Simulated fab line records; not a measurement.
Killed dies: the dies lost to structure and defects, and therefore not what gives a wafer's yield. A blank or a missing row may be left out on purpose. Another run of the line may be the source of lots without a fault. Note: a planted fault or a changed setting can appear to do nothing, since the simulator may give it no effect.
Which tool did it? -- flow n5_finfet -- 27 wafers from 9 lots sampled at 8 of the route's 1938 steps

WHAT THE GAUGES SHOWED, per wafer
N5_BEOL_M4_INSPECT_59: inspects for defects (darkfield).
lot,measured,on,raw_defect_count
L992,day 9 12:49,defect_inspect-01,32 47 43
L991,day 9 14:08,defect_inspect-02,56 31 46
L994,day 9 18:08,defect_inspect-02,51 36 50
L995,day 9 21:10,defect_inspect-02,46 45 56
L999,day 11 17:47,defect_inspect-02,75 711 62
L100,day 11 21:01,defect_inspect-02,771 64 52
L105,day 12 20:46,defect_inspect-02,74 54 83
L108,day 14 02:10,defect_inspect-02,78 84 58
L109,day 14 02:33,defect_inspect-02,74 51 47

N5_BEOL_M4_RC_MEAS_101.
lot,measured,on,DIBL_N (mV/V),DIBL_P (mV/V),IOFF_N (nA/um),IOFF_P (nA/um),ION_N (uA/um),ION_P (uA/um),SS_N (mV/dec),SS_P (mV/dec),VT_N (mV),VT_P (mV)
L992,day 9 13:09,prober-02,36.1 37.2 37.6,36.8 37.7 38.2,0.167 0.183 0.205,0.26 0.29 0.31,682 678 691,469 469 478,71.8 71.8 72.7,73.0 73.2 73.7,248 248 246,-249 -244 -241
L991,day 9 14:28,prober-01,34.5 35.4 36.9,34.6 34.6 37.2,0.125 0.136 0.161,0.16 0.17 0.20,674 672 676,456 459 455,70.6 71.2 71.5,73.4 72.7 73.4,254 253 252,-256 -255 -249
L994,day 9 18:19,prober-01,34.8 35.8 34.7,32.8 35.3 34.9,0.112 0.133 0.124,0.14 0.17 0.18,664 668 657,453 461 453,71.5 71.8 71.6,72.6 73.1 72.9,255 252 251,-257 -252 -252
L995,day 9 21:20,prober-02,34.8 34.7 35.2,35.5 36.2 35.7,0.154 0.152 0.161,0.22 0.24 0.23,681 685 672,478 478 460,71.6 71.5 72.5,72.6 72.9 73.2,254 253 250,-247 -244 -245
L999,day 11 17:49,prober-02,35.3 34.6 37.0,37.5 36.7 39.5,0.143 0.137 0.182,0.23 0.21 0.26,660 670 686,466 467 472,70.9 71.1 72.6,73.9 72.3 73.8,253 250 250,-247 -250 -247
L100,day 11 21:02,prober-02,38.4 37.6 35.3,38.4 36.6 34.5,0.191 0.158 0.130,0.24 0.20 0.18,689 674 651,473 455 448,71.1 71.8 71.3,73.7 73.1 73.1,247 251 252,-250 -252 -252
L105,day 12 20:47,prober-02,35.8 33.0 35.1,36.4 32.9 35.1,0.151 0.107 0.144,0.23 0.17 0.21,665 649 672,460 454 461,71.4 70.8 71.1,72.8 72.0 73.1,251 252 252,-247 -252 -250
L108,day 14 02:12,prober-02,38.5 35.4 36.8,38.6 35.1 37.2,0.170 0.135 0.166,0.23 0.19 0.22,670 671 679,464 456 461,72.0 71.2 71.5,73.9 72.6 73.7,251 250 250,-251 -253 -249
L109,day 14 02:34,prober-01,34.7 35.3 34.8,35.1 36.0 35.4,0.136 0.142 0.128,0.19 0.21 0.20,671 664 660,457 459 456,70.9 71.9 71.4,72.2 73.1 72.6,252 252 254,-252 -251 -253

N5_BEOL_M5_INSPECT_13: inspects for defects (brightfield).
lot,measured,on,raw_defect_count
L992,day 9 15:00,defect_inspect-01,307 544 355
L991,day 9 17:53,defect_inspect-02,323 241 376
L994,day 9 21:29,defect_inspect-01,514 591 504
L995,day 9 23:58,defect_inspect-01,274 239 319
L999,day 11 21:32,defect_inspect-01,469 1102 361
L100,day 11 23:41,defect_inspect-01,1227 613 488
L105,day 13 02:19,defect_inspect-01,339 399 432
L108,day 14 05:57,defect_inspect-02,467 546 463
L109,day 14 06:10,defect_inspect-02,395 361 277

N5_BEOL_M5_INSPECT_30: inspects for defects (brightfield).
lot,measured,on,raw_defect_count
L992,day 9 16:40,defect_inspect-02,274 494 336
L991,day 9 22:15,defect_inspect-01,353 291 394
L994,day 9 23:31,defect_inspect-02,482 542 444
L995,day 10 04:35,defect_inspect-01,286 255 319
L999,day 12 01:03,defect_inspect-01,485 1082 370
L100,day 12 01:00,defect_inspect-01,1215 604 515
L105,day 13 03:51,defect_inspect-01,332 411 462
L108,day 14 07:27,defect_inspect-02,448 543 457
L109,day 14 07:33,defect_inspect-02,404 378 285

EACH LOT AND THE TOOL THAT RAN IT (in order: tool; ch and the chambers of the sampled wafers; start)
lot,N5_BEOL_M4_ANNEAL_82,N5_BEOL_M4_SPUTTER_90,N5_BEOL_M4_ANNEAL_95,N5_BEOL_M4_DEP_57
L992,"pvd_sputter-01, day 9 10:29","pvd_sputter-01, day 9 11:04","pvd_sputter-01, day 9 11:35","pecvd-01 ch 0,2, day 9 12:43"
L991,"pvd_sputter-02, day 9 11:47","pvd_sputter-02, day 9 12:22","pvd_sputter-02, day 9 12:53","pecvd-04 ch 0,1, day 9 14:02"
L994,"pvd_sputter-03, day 9 15:49","pvd_sputter-03, day 9 16:23","pvd_sputter-03, day 9 16:55","pecvd-01 ch 0,2, day 9 18:02"
L995,"pvd_sputter-03, day 9 18:50","pvd_sputter-03, day 9 19:25","pvd_sputter-03, day 9 19:56","pecvd-01 ch 0,1, day 9 21:04"
L999,"pvd_sputter-03, day 11 15:28","pvd_sputter-03, day 11 16:03","pvd_sputter-03, day 11 16:34","pecvd-01 ch 0,1, day 11 17:41"
L100,"pvd_sputter-01, day 11 18:42","pvd_sputter-01, day 11 19:17","pvd_sputter-01, day 11 19:48","pecvd-01 ch 0,1,2, day 11 20:55"
L105,"pvd_sputter-01, day 12 18:26","pvd_sputter-01, day 12 19:01","pvd_sputter-01, day 12 19:32","pecvd-03 ch 1,2, day 12 20:40"
L108,"pvd_sputter-03, day 13 23:50","pvd_sputter-03, day 14 00:25","pvd_sputter-03, day 14 00:56","pecvd-03 ch 0,2, day 14 02:05"
L109,"pvd_sputter-01, day 14 00:14","pvd_sputter-01, day 14 00:49","pvd_sputter-01, day 14 01:20","pecvd-03 ch 0,1,2, day 14 02:28"
- N5_BEOL_M4_ANNEAL_82: time 240 s.
- N5_BEOL_M4_SPUTTER_90: material Cu, target thk 4.5 nm, time 8.29 s.
- N5_BEOL_M4_ANNEAL_95: time 240 s.
- N5_BEOL_M4_DEP_57: deposits SiCN from 3MS/NH3, target thk 8 nm, time 14 s.

AS READ BY THE TOOLS THEMSELVES (means over the sampled wafers that have a number; for cases with no such wafer, the mark the record gives instead)
N5_BEOL_M4_ANNEAL_82.
lot,tool,heater_power_w (W)
L992,pvd_sputter-01,701
L991,pvd_sputter-02,861
L994,pvd_sputter-03,798
L995,pvd_sputter-03,867
L999,pvd_sputter-03,871
L100,pvd_sputter-01,758
L105,pvd_sputter-01,760
L108,pvd_sputter-03,854
L109,pvd_sputter-01,858

N5_BEOL_M4_SPUTTER_90.
lot,tool,throttle_valve_pct (%)
L992,pvd_sputter-01,28.6
L991,pvd_sputter-02,29.5
L994,pvd_sputter-03,29.0
L995,pvd_sputter-03,28.8
L999,pvd_sputter-03,29.5
L100,pvd_sputter-01,29.6
L105,pvd_sputter-01,29.6
L108,pvd_sputter-03,29.5
L109,pvd_sputter-01,30.5

N5_BEOL_M4_ANNEAL_95.
lot,tool,heater_power_w (W)
L992,pvd_sputter-01,720
L991,pvd_sputter-02,867
L994,pvd_sputter-03,790
L995,pvd_sputter-03,856
L999,pvd_sputter-03,865
L100,pvd_sputter-01,760
L105,pvd_sputter-01,771
L108,pvd_sputter-03,850
L109,pvd_sputter-01,865

N5_BEOL_M4_DEP_57.
lot,tool,chamber_pressure_Torr (Torr),showerhead_plenum_p_Torr (Torr),throttle_valve_pct (%)
L992,pecvd-01,3.001,3.690,8.3
L991,pecvd-04,3.002,3.670,8.6
L994,pecvd-01,3.001,3.686,8.4
L995,pecvd-01,3.008,3.674,9.0
L999,pecvd-01,3.001,3.671,8.9
L100,pecvd-01,3.001,3.685,8.7
L105,pecvd-03,3.000,3.669,9.5
L108,pecvd-03,3.000,3.669,8.9
L109,pecvd-03,2.998,3.667,9.2

THE ANSWER, worked out from the rows above alone
Rule: what is usual is taken from the lots themselves. Put in order of their means at a reading, lots are off if they are a third of the lots or fewer, leave a main group of 4 or more, and stand apart from it by a gap of 3 or more times the standard deviation of the main group's means; of several such gaps the widest counts. A main group is skipped when, at the precision printed for the reading in the tables above, its means are all equal. A lot without any number at a reading at which 4 lots or more have one is off too. All remaining lots with rows at the step are treated as sound. The gauges are gone through in route order, then the tools' own readings, and for those a lot's mean is taken as printed above. The first step at which some lot is off is used, and at that step the reading that is off furthest; a lot without a number counts as furthest.
Off, at N5_BEOL_M4_INSPECT_59 on raw_defect_count: L999, L100. For the main group the mean is 54 and the standard deviation 12.
A tool fits if, at a process step before that reading, it ran every lot that is off, and no sound lot after the first of them. Those tools and the gauges at N5_BEOL_M4_INSPECT_59 are tried in the same way. One fits: N5_BEOL_M4_DEP_57 on pecvd-01. A fault onset in the window from L995 (day 9 21:04, its last sound lot) to L999 (day 11 17:41, its first lot off) fits.

WHAT WAS PUT IN BY THE SIMULATOR
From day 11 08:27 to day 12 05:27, pecvd-01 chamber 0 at N5_BEOL_M4_DEP_57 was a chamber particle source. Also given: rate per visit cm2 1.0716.
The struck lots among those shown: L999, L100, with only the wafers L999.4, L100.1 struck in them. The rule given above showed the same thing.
